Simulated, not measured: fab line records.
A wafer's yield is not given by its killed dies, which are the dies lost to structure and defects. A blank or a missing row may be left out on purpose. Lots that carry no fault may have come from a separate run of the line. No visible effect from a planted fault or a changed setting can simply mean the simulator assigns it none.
fab line records	flow n5Finfet
record lots=8	wafers=24	lastDay=17
route steps=1938 shown MOL_CONTACT_COAG@627 BEOL_M0_SAQP@634 BEOL_M0_CUTY@710 BEOL_M4@1111 PASSIVATION@1936
lots that met no fault: from a run of the same line without faults
startH: hours from the record's opening day to when the first of the lot's shown wafers began	waitH: hours from the lot's prior step to this one	" identical to the entry in the row above	L1.1+2: one row covering several wafers at once	- no value present, or no start provided	* or withheld: withheld	< > ~ a bound
route shown NAME@n: NAME is a module with steps in the file, n the number in the route of the first one	usual: mean and standard deviation over wafers with no fault	same: alike in all rows	chamber/n: place in a boat	sites: the reading at each site	_std_site: how widely they spread, as a standard deviation	_edge_site: the outer-site mean with the inner-site mean subtracted	radiusMm: how far each site lies from the wafer's centre	mask NAME#n: copy n	behind: the tool/chamber that last shaped the wafer	hold: why the lot went on hold/how many hours it stayed there/how the hold came to an end	device: the transistor (n, p or np) that didn't switch	end of line: at the end of the route, the tests of the same wafers	a step given without rows: its recipe and nothing more	killed: dies that structure and defects cost at the first sort, which is not the same as the wafer's yield	map: per-die view of a wafer (x killed, . not killed, _ where there is no die)
set.NAME: the setting as run; set.NAME@STEP: as run at that earlier step	model.NAME: the simulator's own value behind a step, which no gauge read
route steps across a sampled set of lots; one table per step, one row per wafer
services: a tool's chamber out of use, with start hour (startH, from the record's first day; less than 0 if before it), hours out, and reason
## steps
# step N5_MOL_CONTACT_COAG_CMP_52
# recipe stopOn=SiO2	tOverpolishS=1.5	postCmpClean=wDiluteNh4oh	downForcePsi=4	platenRpm=50.289	padVelocityMS=1.0006	targetThkNm=66.5
# usual motorCurrentA=11.6/1.1	overpolishRunS=1.501/0.0087	timeToEndpointS=13.9/2.6
lot.wafer	tool	chamber	startH	waitH	motorCurrentA	overpolishRunS	timeToEndpointS
L821.3	cmp-03	2	101.62	0.0	12.4	1.485	10.0
L821.1	"	3	"	"	11.0	1.495	6.5
L821.2	"	1	"	"	11.8	1.512	9.7
L823.4	cmp-04	1	117.12	0.1	9.5	1.519	16.1
L823.1	"	2	"	"	11.9	1.503	15.9
L823.5	"	3	"	"	11.1	1.506	16.3
L829.2	cmp-03	0	153.68	0.1	13.5	1.502	10.2
L829.3	"	2	"	"	11.5	1.493	13.4
L829.5	"	3	"	"	10.9	1.491	12.0
L838.3	cmp-02	1	203.00	0.0	12.3	1.518	13.9
L838.1	"	0	"	"	11.7	1.498	15.4
L838.6	"	1	"	"	10.9	1.488	16.2
L840.3	cmp-04	2	217.36	0.1	11.7	1.494	14.2
L840.6	"	0	"	"	11.1	1.510	12.4
L840.5	"	1	"	"	9.8	1.502	12.8
L841.2	cmp-03	3	221.35	0.1	10.6	1.497	12.4
L841.6	"	1	"	"	11.5	1.506	17.7
L841.5	"	2	"	"	12.0	1.509	15.8
L842.1	cmp-04	2	228.37	0.0	11.5	1.490	11.9
L842.4	"	0	"	"	12.0	1.512	11.0
L842.2	"	1	"	"	8.7	1.483	9.5
L843.4	cmp-04	3	233.90	0.1	12.0	1.496	12.8
L843.5	"	2	"	"	12.0	1.497	11.5
L843.6	"	3	"	"	11.3	1.499	15.1
# step N5_BEOL_M0_SAQP_HM_DEP_02
# recipe material=TiN	targetThkA=120	tempC=25	chamberPressurePa=0.49996
# usual throttleValvePct=29.8/1.2
lot.wafer	tool	chamber	startH	waitH	throttleValvePct
L821.1	pvdSputter-03	-	106.33	1.0	28.7
L821.2	"	-	"	"	28.5
L821.3	"	-	"	"	30.7
L823.1	pvdSputter-03	-	121.91	1.1	30.9
L823.4	"	-	"	"	28.3
L823.5	"	-	"	"	28.5
L829.2	pvdSputter-02	-	159.35	2.0	30.9
L829.3	"	-	"	"	31.0
L829.5	"	-	"	"	31.1
L838.1	pvdSputter-02	-	210.24	2.2	30.9
L838.3	"	-	"	"	30.7
L838.6	"	-	"	"	31.2
L840.3	pvdSputter-02	-	222.77	1.7	30.9
L840.5	"	-	"	"	30.9
L840.6	"	-	"	"	30.6
L841.2	pvdSputter-01	-	226.26	1.3	30.5
L841.5	"	-	"	"	29.1
L841.6	"	-	"	"	28.3
L842.1	pvdSputter-03	-	232.93	0.8	28.6
L842.2	"	-	"	"	28.7
L842.4	"	-	"	"	30.7
L843.4	pvdSputter-02	-	239.39	1.8	30.6
L843.5	"	-	"	"	30.8
L843.6	"	-	"	"	30.9
# step N5_BEOL_M0_SAQP_PECVD_96
# recipe material=a-Si	targetThkA=450	tempC=350	precursor=SiH4/He	pressureTorr=3	rfW=100	timeS=45.2
# usual chamberPressureTorr=3.000/0.0064	heaterPowerW=623/100	rfFwdPowerW=99.0/0.37	showerheadPlenumPTorr=5.70/0.049	throttleValvePct=18.4/0.88
lot.wafer	tool	chamber	startH	waitH	chamberPressureTorr	heaterPowerW	rfFwdPowerW	showerheadPlenumPTorr	throttleValvePct
L821.1	pecvd-03	1	106.49	0.0	3.002	585	99.2	5.79	19.4
L821.2	"	2	"	"	2.997	566	98.9	5.67	18.3
L821.3	"	0	"	"	2.991	657	99.1	5.78	18.4
L823.1	pecvd-03	1	122.06	0.0	2.998	613	99.3	5.75	19.2
L823.4	"	1	"	"	2.991	648	99.2	5.77	19.1
L823.5	"	0	"	"	3.001	673	99.0	5.78	18.4
L829.2	pecvd-02	2	159.50	0.0	3.003	585	98.8	5.65	17.5
L829.3	"	1	"	"	2.997	550	98.5	5.69	19.5
L829.5	"	1	"	"	2.996	529	98.7	5.68	19.6
L838.1	pecvd-03	1	210.41	0.0	2.996	644	98.8	5.76	19.6
L838.3	"	0	"	"	3.004	619	98.8	5.78	18.6
L838.6	"	1	"	"	3.000	648	98.9	5.77	19.2
L840.3	pecvd-03	1	223.03	0.1	3.002	587	99.0	5.75	19.5
L840.5	"	1	"	"	3.000	601	99.3	5.77	19.2
L840.6	"	1	"	"	2.996	590	99.3	5.79	19.4
L841.2	pecvd-01	0	226.41	0.0	2.991	566	99.3	5.63	19.4
L841.5	"	0	"	"	3.002	558	98.7	5.63	19.2
L841.6	"	2	"	"	3.015	523	99.1	5.64	16.9
L842.1	pecvd-02	0	233.08	0.0	2.999	866	99.1	5.72	18.1
L842.2	"	1	"	"	3.005	521	98.7	5.69	19.5
L842.4	"	0	"	"	3.012	859	99.7	5.70	18.1
L843.4	pecvd-02	0	239.57	0.0	2.999	826	99.2	5.70	18.0
L843.5	"	2	"	"	3.001	599	98.5	5.67	18.1
L843.6	"	1	"	"	2.997	571	98.9	5.68	19.4
# step N5_BEOL_M0_SAQP_INSPECT_16
# recipe mode=adi	inspectInstrument=brightfield
# usual rawDefectCount=496/120
lot.wafer	tool	chamber	startH	waitH	rawDefectCount
L821.1	defectInspect-01	-	107.08	0.0	519
L821.2	"	-	"	"	392
L821.3	"	-	"	"	465
L823.1	defectInspect-02	-	122.65	0.0	572
L823.4	"	-	"	"	633
L823.5	"	-	"	"	673
L829.2	defectInspect-01	-	160.22	0.0	545
L829.3	"	-	"	"	962
L829.5	"	-	"	"	729
L838.1	defectInspect-01	-	211.08	0.0	1041
L838.3	"	-	"	"	1061
L838.6	"	-	"	"	1161
L840.3	defectInspect-02	-	224.00	0.0	1027
L840.5	"	-	"	"	1000
L840.6	"	-	"	"	1147
L841.2	defectInspect-02	-	227.13	0.0	492
L841.5	"	-	"	"	569
L841.6	"	-	"	"	550
L842.1	defectInspect-01	-	233.80	0.0	482
L842.2	"	-	"	"	494
L842.4	"	-	"	"	429
L843.4	defectInspect-01	-	240.26	0.0	384
L843.5	"	-	"	"	387
L843.6	"	-	"	"	549
# step N5_BEOL_M0_SAQP_DESCUM_19
# recipe chemistry=O2	timeS=7.9	sourcePowerW=50	biasPowerW=20	pressureMtorr=20	rfFrequencyHz=2.712e+07	tempC=40	resist=CAR-ArF	o2FlowSccm=225
# usual drypumpMotorCurrentA=5.8/0.47	oesProductAu=0.73/0.049	rfFwdPowerW=49.42/0.21	rfVppV=242.8/1.4	showerheadPlenumPTorr=2.07/0.081	tempC=39.97/0.12	throttleValvePct=20.46/0.16
lot.wafer	tool	chamber	startH	waitH	drypumpMotorCurrentA	oesProductAu	rfFwdPowerW	rfHoursCounterH	rfVppV	showerheadPlenumPTorr	tempC	throttleValvePct
L821.1	rieDiel-04	1	107.27	0.2	6.0	0.73	49.27	137	244.9	2.18	40.12	20.39
L821.2	"	0	"	"	6.3	0.73	49.37	195	241.6	1.97	39.96	20.54
L821.3	"	3	"	"	6.0	0.72	49.56	155	244.0	2.20	39.96	20.50
L823.1	rieDiel-03	3	122.68	0.0	5.3	0.75	49.42	155	242.8	2.00	39.76	20.59
L823.4	"	1	"	"	6.5	0.73	49.42	-	243.3	2.11	39.98	20.72
L823.5	"	3	"	"	5.3	0.75	49.73	-	241.5	2.00	39.94	20.59
L829.2	rieDiel-03	3	160.26	0.0	5.3	0.74	49.53	168	240.4	2.00	39.83	20.62
L829.3	"	2	"	"	5.3	0.72	49.18	188	243.8	2.08	39.99	20.20
L829.5	"	0	"	"	5.9	0.69	49.34	-	240.1	1.96	40.12	20.44
L838.1	rieDiel-03	3	211.11	0.0	5.3	0.73	49.66	181	241.5	2.00	40.14	20.63
L838.3	"	2	"	"	5.3	0.71	49.38	203	242.7	2.08	39.84	20.24
L838.6	"	1	"	"	6.5	0.71	49.59	-	243.5	2.10	39.88	20.76
L840.3	rieDiel-03	0	224.03	0.0	5.9	0.69	49.35	250	241.1	1.96	39.99	20.45
L840.5	"	2	"	"	5.3	0.71	49.60	-	242.5	2.07	39.76	20.24
L840.6	"	1	"	"	6.4	0.71	49.27	-	241.3	2.10	39.92	20.75
L841.2	rieDiel-04	0	227.29	0.2	6.3	0.71	49.26	226	241.8	1.96	40.08	20.58
L841.5	"	3	"	"	6.0	0.69	49.81	-	244.6	2.19	40.03	20.53
L841.6	"	0	"	"	6.3	0.71	49.23	-	241.7	1.96	39.82	20.61
L842.1	rieDiel-03	1	233.84	0.0	6.5	0.70	49.59	198	243.2	2.10	39.97	20.77
L842.2	"	2	"	"	5.3	0.71	49.56	212	243.0	2.07	39.98	20.26
L842.4	"	3	"	"	5.3	0.72	49.50	-	241.5	1.99	39.98	20.64
L843.4	rieDiel-02	3	240.29	0.0	6.6	0.94	48.75	14	244.4	2.16	40.16	20.45
L843.5	"	1	"	"	6.1	0.73	49.35	-	243.1	2.00	39.82	20.30
L843.6	"	2	"	"	6.1	0.71	49.53	-	241.4	2.07	39.90	20.29
# step N5_BEOL_M0_SAQP_INSPECT_42
# recipe mode=adi	inspectInstrument=brightfield
# usual rawDefectCount=294/75
lot.wafer	tool	chamber	startH	waitH	rawDefectCount
L821.1	defectInspect-01	-	111.63	0.1	347
L821.2	"	-	"	"	264
L821.3	"	-	"	"	327
L823.1	defectInspect-02	-	126.88	0.1	286
L823.4	"	-	"	"	401
L823.5	"	-	"	"	335
L829.2	defectInspect-02	-	164.71	0.0	348
L829.3	"	-	"	"	414
L829.5	"	-	"	"	567
L838.1	defectInspect-01	-	215.55	0.1	903
L838.3	"	-	"	"	748
L838.6	"	-	"	"	855
L840.3	defectInspect-02	-	228.52	0.0	918
L840.5	"	-	"	"	817
L840.6	"	-	"	"	911
L841.2	defectInspect-01	-	231.23	0.0	199
L841.5	"	-	"	"	374
L841.6	"	-	"	"	271
L842.1	defectInspect-02	-	238.07	0.1	397
L842.2	"	-	"	"	288
L842.4	"	-	"	"	409
L843.4	defectInspect-01	-	244.46	0.0	272
L843.5	"	-	"	"	330
L843.6	"	-	"	"	344
# step N5_BEOL_M0_CUTY_INSPECT_59
# recipe mode=adi	inspectInstrument=macro
# usual rawDefectCount=2.0/1.5
lot.wafer	tool	chamber	startH	waitH	rawDefectCount
L821.1	defectInspect-01	-	113.08	0.0	0
L821.2	"	-	"	"	2
L821.3	"	-	"	"	6
L823.1	defectInspect-02	-	128.27	0.0	3
L823.4	"	-	"	"	3
L823.5	"	-	"	"	2
L829.2	defectInspect-01	-	166.33	0.0	4
L829.3	"	-	"	"	1
L829.5	"	-	"	"	1
L838.1	defectInspect-01	-	217.31	0.0	>300
L838.3	"	-	"	"	>300
L838.6	"	-	"	"	>300
L840.3	defectInspect-02	-	230.02	0.0	>300
L840.5	"	-	"	"	>300
L840.6	"	-	"	"	>300
L841.2	defectInspect-01	-	232.50	0.0	3
L841.5	"	-	"	"	1
L841.6	"	-	"	"	1
L842.1	defectInspect-01	-	239.46	0.0	1
L842.2	"	-	"	"	0
L842.4	"	-	"	"	2
L843.4	defectInspect-02	-	246.58	0.0	3
L843.5	"	-	"	"	0
L843.6	"	-	"	"	2
# step N5_BEOL_M4_RC_MEAS_101
# usual DIBL_N=35.8/1.6	DIBL_P=36.0/2.1	IOFF_N=0.153/0.026	IOFF_P=0.21/0.037	ION_N=673/11	ION_P=462/7.6	SS_N=71.4/0.53	SS_P=73.2/0.67	VT_N=250/3.2	VT_P=-250/3.7
lot.wafer	tool	chamber	startH	waitH	DIBL_N[mV/V]	DIBL_P[mV/V]	IOFF_N[nA/um]	IOFF_P[nA/um]	ION_N[uA/um]	ION_P[uA/um]	SS_N[mV/dec]	SS_P[mV/dec]	VT_N[mV]	VT_P[mV]
L821.1	prober-02	0	169.42	0.0	37.3	39.2	0.188	0.26	684	476	70.9	74.0	245	-248
L821.2	"	0	"	"	33.5	33.7	0.117	0.17	662	463	71.1	72.5	256	-251
L821.3	"	0	"	"	37.9	38.8	0.207	0.27	700	476	71.1	74.2	243	-245
L823.1	prober-01	0	191.95	0.0	36.7	38.9	0.176	0.28	693	472	71.4	74.1	250	-243
L823.4	"	0	"	"	37.7	40.2	0.201	0.32	682	477	72.1	74.1	246	-240
L823.5	"	0	"	"	35.7	37.7	0.146	0.26	673	470	71.0	73.2	252	-244
L829.2	prober-02	0	211.20	0.2	33.3	32.7	0.107	0.16	663	457	71.0	72.5	257	-256
L829.3	"	0	"	"	36.3	35.2	0.143	0.18	666	453	71.6	73.1	254	-251
L829.5	"	0	"	"	35.0	33.4	0.119	0.17	652	448	71.0	73.6	255	-253
L838.1	prober-01	0	275.89	0.0	35.1	36.0	0.145	0.19	665	459	70.7	73.7	251	-252
L838.3	"	0	"	"	35.1	35.8	0.148	0.19	671	458	71.4	72.8	249	-250
L838.6	"	0	"	"	37.1	38.2	0.178	0.22	678	460	72.4	74.1	249	-252
L841.2	prober-02	0	285.42	0.2	33.9	35.1	0.134	0.19	659	463	70.9	73.0	254	-250
L841.5	"	0	"	"	35.2	36.3	0.168	0.23	673	466	71.8	73.2	248	-246
L841.6	"	0	"	"	35.8	37.1	0.181	0.23	680	460	72.2	73.5	249	-246
L840.3	prober-01	0	289.61	0.3	36.5	36.6	0.159	0.20	669	459	71.4	73.7	253	-251
L840.5	"	0	"	"	37.5	37.0	0.174	0.21	680	464	72.2	73.4	250	-249
L840.6	"	0	"	"	34.7	35.0	0.136	0.18	661	460	70.6	72.9	253	-254
L842.1	prober-02	0	302.40	0.0	37.5	38.2	0.156	0.21	668	458	71.6	73.6	251	-251
L842.2	"	0	"	"	38.3	39.0	0.157	0.24	672	469	71.8	74.3	252	-250
L842.4	"	0	"	"	38.3	38.8	0.167	0.22	674	458	71.5	73.8	248	-249
L843.4	prober-01	0	302.60	0.5	33.2	32.0	0.110	0.15	664	457	70.9	71.6	256	-254
L843.5	"	0	"	"	34.2	32.8	0.118	0.15	667	458	71.0	72.4	253	-256
L843.6	"	0	"	"	37.3	37.4	0.188	0.24	685	467	71.0	73.3	246	-250
# step N5_PASSIVATION_PROBE_49
# usual defectLimitedYield=91.3/1.5	killed_at_M0_to_M3=33/12	killed_at_M4_up=13/5.2	killedAtContacts=13/6.7	killedAtFrontEnd=40/11	killedAtOther=4.1/2.7	killedDies=103/17	killedOnRim=14/4.2	killedOpen=69/13	killedShort=33/8.4	sort_bin_5_function=5.1/1	sort_bin_6_memory=3.2/0.62	sortNPass=1077/17	sortYieldPct=91.3/1.5
# same grossDies=1180	killedAtBackSide=0	sort_bin_4_leakage[%]=0	sort_bin_8_speed[%]=0
lot.wafer	tool	chamber	startH	waitH	defectLimitedYield[%]	killed_at_M0_to_M3	killed_at_M4_up	killedAtContacts	killedAtFrontEnd	killedAtOther	killedDies	killedOnRim	killedOpen	killedShort	sort_bin_5_function[%]	sort_bin_6_memory[%]	sortNPass	sortYieldPct[%]
L838.1	prober-02	-	388.15	0.0	87.5	77	19	4	42	6	148	30	84	24	7.9	3.5	1032	87.5
L838.3	prober-02	-	388.25	0.1	83.2	157	10	7	22	2	198	4	43	23	10.9	3.7	982	83.2
L838.6	prober-02	-	388.40	0.3	86.4	77	27	2	48	6	160	34	82	39	7.9	4.3	1020	86.4
L840.3	prober-01	-	395.10	0.1	90.3	56	6	12	39	1	114	23	52	18	5.7	2.8	1066	90.3
L840.5	prober-01	-	395.20	0.2	89.4	66	10	17	20	12	125	26	54	27	6.5	3.0	1055	89.4
L840.6	prober-01	-	395.25	0.3	87.5	59	19	20	44	6	148	27	69	34	7.4	3.8	1032	87.5
# killed by level:class
L838.1 BEOL_M0_SAQP:unspecified=38 STI_FIN_REVEAL:geometricParticle:open=14 BEOL_M2:geometricParticle:open=12 BEOL_M1:geometricParticle:open=10 FIN_SAQP:geometricParticle:open=6 BEOL_M3:geometricParticle:open=6 FIN_SAQP:geometricParticle:short=5 BEOL_M0_SAQP:geometricParticle:open=5
L838.3 BEOL_M0_SAQP:unspecified=131 BEOL_M2:geometricParticle:open=10 BEOL_M1:geometricParticle:open=7 FIN_SAQP:geometricParticle:open=6 MOL_CONTACT_COAG:geometricParticle:open=5 STI_FIN_REVEAL:geometricParticle:open=4 BEOL_M4:geometricParticle:open=4 FIN_SAQP:geometricParticle:short=3
L838.6 BEOL_M0_SAQP:unspecified=39 BEOL_M4:geometricParticle:open=15 FIN_SAQP:geometricParticle:open=14 BEOL_M2:geometricParticle:open=10 FIN_SAQP:geometricParticle:short=9 DUMMY_GATE:geometricParticle:open=8 BEOL_M0_SAQP:geometricParticle:short=8 BEOL_M0_SAQP:geometricParticle:open=7
L840.3 BEOL_M0_SAQP:unspecified=41 FIN_SAQP:geometricParticle:open=10 MOL_CONTACT_COAG:geometricParticle:open=10 GATE_CUT:geometricParticle:open=8 FIN_SAQP:geometricParticle:short=5 BEOL_M0_SAQP:geometricParticle:open=5 STI_FIN_REVEAL:geometricParticle:open=3 DUMMY_GATE:geometricParticle:open=3
L840.5 BEOL_M0_SAQP:unspecified=44 MOL_CONTACT_COAG:geometricParticle:open=14 BEOL_M0_SAQP:geometricParticle:open=9 BEOL_M0_SAQP:geometricParticle:short=6 PASS1_CAP:geometricParticle:open=5 PASS1_CAP:geometricParticle:short=5 DUMMY_GATE:geometricParticle:open=4 ILD0:geometricParticle:open=4
L840.6 BEOL_M0_SAQP:unspecified=42 MOL_CONTACT_COAG:geometricParticle:open=16 FIN_SAQP:geometricParticle:open=10 GATE_CUT:geometricParticle:short=7 BEOL_M2:geometricParticle:open=6 FIN_SAQP:geometricParticle:short=4 GATE_CUT:geometricParticle:open=4 BEOL_M4:geometricParticle:open=4
## services
tool	chamber	startH	hours	kind
pecvd-01	-	87.76	6.9	repair
cmp-03	-	89.20	2.3	repair
pvdSputter-02	-	97.01	1.7	repair
cmp-04	-	100.79	0.8	repair
rieDiel-02	-	104.66	0.8	repair
cmp-03	-	114.49	0.3	repair
pvdSputter-02	-	114.88	19.9	repair
rieDiel-04	-	117.44	2.2	repair
rieDiel-03	2	119.39	6.6	repair
cmp-04	-	123.56	6.0	pm
rieDiel-02	-	126.83	2.8	pm
cmp-02	-	136.75	1.0	repair
pecvd-02	-	139.84	0.3	repair
cmp-04	-	141.83	4.0	pm
pvdSputter-01	-	143.08	4.3	repair
cmp-02	-	157.28	1.2	repair
pecvd-02	2	164.86	29.8	repair
pecvd-02	-	165.15	0.4	repair
cmp-02	-	166.88	3.1	repair
cmp-03	-	172.84	7.8	repair
cmp-03	-	183.94	1.6	repair
pecvd-02	1	189.86	2.9	repair
cmp-03	-	206.66	7.8	pm
cmp-03	-	237.81	4.0	pm
## key
firstSign step=N5_BEOL_M0_SAQP_INSPECT_16	reading=rawDefectCount	direction=up	sigmas=4.6	usual=496	struck=1073
effect step=N5_BEOL_M0_SAQP_INSPECT_42	reading=rawDefectCount	direction=up	sigmas=7.5	usual=294	struck=859
effect step=N5_BEOL_M0_CUTY_INSPECT_59	reading=rawDefectCount	direction=up	sigmas=99+	usual=2.0	struck=>300
effect step=N5_PASSIVATION_PROBE_49	reading=killed_at_M0_to_M3	direction=up	sigmas=4.3	usual=33	struck=82
moreKillsBornAt N5_BEOL_M0_SAQP_PECVD_96@pecvd-03=335
metAt N5_BEOL_M0_SAQP_PECVD_96
struckLots L838,L840
notActingAt N5_MOL_CONTACT_COAG_CMP_52,N5_BEOL_M0_SAQP_HM_DEP_02,N5_BEOL_M0_SAQP_DESCUM_19
onsetBetween 122.06 210.41
fault kind=chamberParticleSource	tool=pecvd-03	chamber=-	onsetH=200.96	steps=N5_BEOL_M0_SAQP_PECVD_96	ratePerVisitCm2=0.96052	endH=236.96
